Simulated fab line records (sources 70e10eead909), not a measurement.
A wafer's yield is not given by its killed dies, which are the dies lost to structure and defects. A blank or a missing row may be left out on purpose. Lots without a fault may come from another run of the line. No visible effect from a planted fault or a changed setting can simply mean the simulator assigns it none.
Which tool is to blame? ; flow nand_harc ; 24 lots, 72 wafers sampled, at 6 steps of a route of 1159

WHAT EACH GAUGE READ, for each wafer
NHARC_A_CONTACT_INSPECT_71.
lot;measured;on;raw_defect_count
L074;day 16 13:07;defect_inspect-02;25 26 22
L076;day 17 06:10;defect_inspect-01;32 26 35
L077;day 16 23:14;defect_inspect-02;19 16 15
L075;day 17 01:17;defect_inspect-01;7 7 9
L078;day 17 08:35;defect_inspect-01;20 29 33
L080;day 18 02:25;defect_inspect-02;18 16 21
L079;day 18 04:28;defect_inspect-01;29 29 27
L083;day 18 18:26;defect_inspect-01;34 23 30
L081;day 18 16:49;defect_inspect-02;30 28 17
L084;day 19 03:43;defect_inspect-02;12 7 11
L082;day 19 04:25;defect_inspect-01;27 26 30
L085;day 19 20:20;defect_inspect-02;22 27 31
L089;day 19 23:49;defect_inspect-02;44 33 23
L087;day 19 18:13;defect_inspect-01;13 9 6
L086;day 20 02:40;defect_inspect-01;39 48 50
L090;day 20 14:21;defect_inspect-02;44 48 38
L088;day 20 16:29;defect_inspect-02;23 39 33
L091;day 21 04:25;defect_inspect-01;19 15 10
L092;day 21 05:54;defect_inspect-02;58 65 53
L094;day 21 19:14;defect_inspect-02;61 62 54
L093;day 21 23:30;defect_inspect-02;25 26 25
L095;day 22 01:44;defect_inspect-02;57 37 51
L096;day 22 20:40;defect_inspect-02;12 14 21
L097;day 23 11:56;defect_inspect-01;22 27 18

EACH LOT AND THE TOOL THAT RAN IT (in order: tool; ch and the chambers of the sampled wafers; start)
lot;NHARC_A_WL_FILL_ETCHBACK_04;NHARC_A_WL_FILL_ALD_10;NHARC_A_CONTACT_ETCH_115;NHARC_A_CONTACT_ETCH_121;NHARC_A_CONTACT_ETCH_96
L074;rie_metal-02 ch 0,1, day 15 03:02;ald_hk-01 ch 0,1, day 15 08:49;har_cap_etch-01 ch 0,1, day 16 06:44;har_cap_etch-01 ch 0,1, day 16 07:17;rie_diel-01 ch 0,2, day 16 13:07 or earlier
L076;rie_metal-02 ch 0,1, day 15 11:41;ald_hk-02 ch 0,1,3, day 15 18:02;har_cap_etch-01 ch 0,1, day 17 00:56;har_cap_etch-01 ch 0,1, day 17 01:29;rie_diel-01 ch 0,1,3, day 17 06:10 or earlier
L077;rie_metal-03 ch 0,1, day 15 11:59;ald_hk-03 ch 1,2,3, day 15 18:25;har_cap_etch-02 ch 0,1, day 16 18:17;har_cap_etch-02 ch 0,1, day 16 18:50;rie_diel-01 ch 0,2, day 16 23:14 or earlier
L075;rie_metal-03 ch 0,1, day 15 14:31;ald_hk-01 ch 1,2,3, day 15 17:32;har_cap_etch-03 ch 0,1, day 16 20:02;har_cap_etch-03 ch 0,1, day 16 20:35;rie_diel-01 ch 0,2,3, day 17 01:17 or earlier
L078;rie_metal-02 ch 0,1, day 15 19:44;ald_hk-02 ch 0,1,2, day 16 04:03;har_cap_etch-01 ch 0,1, day 17 03:30;har_cap_etch-01 ch 0,1, day 17 04:03;rie_diel-01 ch 1,2,3, day 17 08:35 or earlier
L080;rie_metal-01 ch 0,1, day 16 14:58;ald_hk-03 ch 1,3, day 16 21:18;har_cap_etch-03 ch 0,1, day 17 20:28;har_cap_etch-03 ch 0,1, day 17 21:01;rie_diel-02 ch 0,2,3, day 18 02:25 or earlier
L079;rie_metal-02 ch 0,1, day 16 16:23;ald_hk-01 ch 0,1,3, day 16 21:18;har_cap_etch-02 ch 0,1, day 17 22:43;har_cap_etch-02 ch 0,1, day 17 23:16;rie_diel-01 ch 0,2,3, day 18 04:28 or earlier
L083;rie_metal-03 ch 0,1, day 17 07:45;ald_hk-01 ch 0,1,2, day 17 13:22;har_cap_etch-03 ch 0,1, day 18 13:16;har_cap_etch-03 ch 0,1, day 18 13:48;rie_diel-02 ch 0,2,3, day 18 18:26 or earlier
L081;rie_metal-01 ch 0,1, day 17 10:45;ald_hk-03 ch 1,2,3, day 17 14:56;har_cap_etch-02 ch 0,1, day 18 11:08;har_cap_etch-02 ch 0,1, day 18 11:41;rie_diel-12 ch 1,2,3, day 18 12:38
L084;rie_metal-02 ch 0,1, day 17 15:01;ald_hk-01 ch 0,3, day 17 20:35;har_cap_etch-01 ch 0, day 18 22:35;har_cap_etch-01 ch 0, day 18 23:07;rie_diel-12 ch 2,3, day 19 00:04
L082;rie_metal-01 ch 0,1, day 17 17:46;ald_hk-02 ch 0,2,3, day 17 21:37;har_cap_etch-02 ch 0,1, day 18 23:02;har_cap_etch-02 ch 0,1, day 18 23:35;rie_diel-01 ch 0,2, day 19 00:31
L085;rie_metal-02 ch 0,1, day 18 07:32;ald_hk-01 ch 0,1,2, day 18 16:33;har_cap_etch-02 ch 0,1, day 19 14:42;har_cap_etch-02 ch 0,1, day 19 15:15;rie_diel-12 ch 1,2,3, day 19 16:10
L089;rie_metal-01 ch 0,1, day 18 07:42;ald_hk-03 ch 0,1,2, day 18 16:18;har_cap_etch-03 ch 0,1, day 19 18:34;har_cap_etch-03 ch 0,1, day 19 19:07;rie_diel-12 ch 1,3, day 19 20:04
L087;rie_metal-03 ch 0,1, day 18 10:20;ald_hk-02 ch 0,2,3, day 18 15:55;har_cap_etch-03 ch 1, day 19 12:59;har_cap_etch-03 ch 1, day 19 13:31;rie_diel-12 ch 1,2,3, day 19 14:28
L086;rie_metal-02 ch 0,1, day 18 10:35;ald_hk-03 ch 1,2, day 18 18:36;har_cap_etch-02 ch 0,1, day 19 20:18;har_cap_etch-02 ch 0,1, day 19 20:51;rie_diel-01 ch 0,1, day 20 02:40 or earlier
L090;rie_metal-03 ch 0,1, day 19 00:38;ald_hk-01 ch 0,1,3, day 19 11:29;har_cap_etch-02 ch 0,1, day 20 09:14;har_cap_etch-02 ch 0,1, day 20 09:46;rie_diel-02 ch 0,1,2, day 20 14:21 or earlier
L088;rie_metal-02 ch 0,1, day 19 00:43;ald_hk-02 ch 0,1,2, day 19 09:24;har_cap_etch-03 ch 0,1, day 20 10:35;har_cap_etch-03 ch 0,1, day 20 11:08;rie_diel-01 ch 0,3, day 20 16:29 or earlier
L091;rie_metal-01 ch 0,1, day 19 15:10;ald_hk-02 ch 0,2, day 19 22:55;har_cap_etch-01 ch 1, day 20 20:17;har_cap_etch-01 ch 1, day 20 20:50;rie_diel-01 ch 0,1,3, day 21 04:25 or earlier
L092;rie_metal-03 ch 0,1, day 19 16:22;ald_hk-03 ch 0,1,3, day 19 22:55;har_cap_etch-02 ch 0,1, day 20 20:27;har_cap_etch-02 ch 0,1, day 20 20:59;rie_diel-12 ch 1,2,3, day 21 05:54 or earlier
L094;rie_metal-02 ch 0,1, day 20 05:53;ald_hk-02 ch 0,2,3, day 20 13:05;har_cap_etch-01 ch 0,1, day 21 13:31;har_cap_etch-01 ch 0,1, day 21 14:04;rie_diel-02 ch 0,2,3, day 21 19:14 or earlier
L093;rie_metal-03 ch 0,1, day 20 06:35;ald_hk-01 ch 0,2, day 20 12:34;har_cap_etch-02 ch 0,1, day 21 15:35;har_cap_etch-02 ch 0,1, day 21 16:07;rie_diel-02 ch 0,2, day 21 23:30 or earlier
L095;rie_metal-02 ch 0, day 20 09:25;ald_hk-03 ch 2,3, day 20 14:59;har_cap_etch-01 ch 0, day 21 20:37;har_cap_etch-01 ch 0, day 21 21:10;rie_diel-02 ch 1,2, day 22 01:44 or earlier
L096;rie_metal-02 ch 0,1, day 21 10:24;ald_hk-01 ch 0,1,3, day 21 16:02;har_cap_etch-03 ch 0, day 22 15:32;har_cap_etch-03 ch 0, day 22 16:08;rie_diel-01 ch 1,3, day 22 20:40 or earlier
L097;rie_metal-02 ch 0,1, day 21 14:44;ald_hk-01 ch 0,2, day 22 00:41;har_cap_etch-01 ch 0,1, day 23 03:44;har_cap_etch-01 ch 0,1, day 23 04:17;rie_diel-01 ch 0,1,2, day 23 11:56 or earlier
- NHARC_A_WL_FILL_ETCHBACK_04: etches the open film in NF3, target depth 60 nm, time 120 s.
- NHARC_A_WL_FILL_ALD_10: deposits SiO2, target thk 50 nm, pulse time 10 s, ald cycles 500.
- NHARC_A_CONTACT_ETCH_115: etches the open film in C4F8/O2/Ar, time 94 s, target depth 922 nm.
- NHARC_A_CONTACT_ETCH_121: etches the open film in C4F8/O2/Ar, time 94 s, target depth 922 nm.
- NHARC_A_CONTACT_ETCH_96: etches the open film in C4F6/O2, target depth 20 nm, time 10 s.

WHAT THE TOOLS THEMSELVES READ (means of the sampled wafers that have a number; where no wafer has one, the mark that the record gives instead)
NHARC_A_WL_FILL_ETCHBACK_04.
lot;tool;drypump_motor_current_A (A);oes_product_au (a.u.)
L074;rie_metal-02;5.8;0.994
L076;rie_metal-02;6.0;0.989
L077;rie_metal-03;5.6;1.011
L075;rie_metal-03;5.8;0.997
L078;rie_metal-02;5.7;0.995
L080;rie_metal-01;6.0;1.003
L079;rie_metal-02;6.0;0.981
L083;rie_metal-03;5.6;1.012
L081;rie_metal-01;6.0;1.007
L084;rie_metal-02;6.0;1.004
L082;rie_metal-01;6.0;0.996
L085;rie_metal-02;5.7;0.993
L089;rie_metal-01;6.0;1.009
L087;rie_metal-03;5.6;0.993
L086;rie_metal-02;5.7;1.000
L090;rie_metal-03;5.8;0.992
L088;rie_metal-02;5.8;0.995
L091;rie_metal-01;5.9;1.006
L092;rie_metal-03;5.8;1.007
L094;rie_metal-02;6.0;0.997
L093;rie_metal-03;5.6;1.002
L095;rie_metal-02;5.4;0.992
L096;rie_metal-02;6.0;0.988
L097;rie_metal-02;5.7;0.994

NHARC_A_WL_FILL_ALD_10.
lot;tool;heater_power_w (W);precursor_pulse_height_rel;susceptor_temp_C (C)
L074;ald_hk-01;460;0.991;300.03
L076;ald_hk-02;485;1.011;300.04
L077;ald_hk-03;467;1.000;300.18
L075;ald_hk-01;452;0.989;300.09
L078;ald_hk-02;479;0.998;299.93
L080;ald_hk-03;514;1.000;299.98
L079;ald_hk-01;466;1.008;300.17
L083;ald_hk-01;462;0.997;300.00
L081;ald_hk-03;461;0.993;299.93
L084;ald_hk-01;467;1.000;299.80
L082;ald_hk-02;461;0.994;300.03
L085;ald_hk-01;455;0.996;300.02
L089;ald_hk-03;441;0.991;300.10
L087;ald_hk-02;455;0.988;299.84
L086;ald_hk-03;427;1.000;300.03
L090;ald_hk-01;457;0.992;299.94
L088;ald_hk-02;488;0.995;300.02
L091;ald_hk-02;445;1.013;299.93
L092;ald_hk-03;493;1.005;300.05
L094;ald_hk-02;442;0.995;300.08
L093;ald_hk-01;445;0.994;300.06
L095;ald_hk-03;459;0.998;300.00
L096;ald_hk-01;455;1.014;299.84
L097;ald_hk-01;455;1.001;300.02

NHARC_A_CONTACT_ETCH_96.
lot;tool;drypump_motor_current_A (A);oes_product_au (a.u.);rf_vpp_V (V);showerhead_plenum_p_Torr (Torr);throttle_valve_pct (%)
L074;rie_diel-01;5.3;1.011;545.5;3.84;26.892
L076;rie_diel-01;5.8;0.991;547.2;3.93;26.912
L077;rie_diel-01;5.5;0.953;545.4;3.86;26.909
L075;rie_diel-01;5.6;0.962;544.9;3.83;26.907
L078;rie_diel-01;5.6;0.998;546.2;3.90;26.916
L080;rie_diel-02;6.0;0.961;548.2;4.02;26.900
L079;rie_diel-01;5.7;0.951;545.2;3.83;26.905
L083;rie_diel-02;6.0;0.947;547.9;4.02;26.908
L081;rie_diel-12;5.6;1.004;544.8;3.83;26.904
L084;rie_diel-12;5.8;1.003;543.5;3.76;26.910
L082;rie_diel-01;5.3;1.006;544.8;3.83;26.909
L085;rie_diel-12;5.7;1.002;545.3;3.83;26.903
L089;rie_diel-12;5.7;1.005;545.2;3.84;26.908
L087;rie_diel-12;5.6;0.997;545.1;3.83;26.908
L086;rie_diel-01;5.5;0.990;548.9;4.01;26.901
L090;rie_diel-02;6.2;0.944;546.5;3.94;26.899
L088;rie_diel-01;6.0;0.971;545.2;3.83;26.902
L091;rie_diel-01;5.8;1.006;546.5;3.92;26.906
L092;rie_diel-12;5.6;0.956;543.7;3.82;26.907
L094;rie_diel-02;6.0;0.940;548.1;4.00;26.908
L093;rie_diel-02;6.2;0.985;545.8;3.92;26.899
L095;rie_diel-02;5.8;0.940;549.8;4.06;26.895
L096;rie_diel-01;5.7;0.950;549.1;3.97;26.903
L097;rie_diel-01;5.4;0.959;546.3;3.91;26.900

THE ANSWER, worked out from the rows above alone
Rule: what is usual is taken from the lots themselves. Put in order of their means at a reading, lots are off if they are a third of the lots or fewer, leave a main group of 4 or more, and stand apart from it by a gap of 3 or more times the standard deviation of the main group's means; of several such gaps the widest counts. The tables above print the reading to a certain number of digits; a main group whose means all agree to those digits is not used. A lot without any number at a reading at which 4 lots or more have one is off too. All remaining lots with rows at the step are treated as sound. After the gauges, taken in route order, come the tools' own readings; for these a lot's mean is taken, as printed above. At the first step where some lot is off, the reading lying furthest off is the one used; lots without a number count as furthest.
Across all readings shown, no lot is off: no conclusion can be drawn from this.

WHAT THE SIMULATOR PUT IN
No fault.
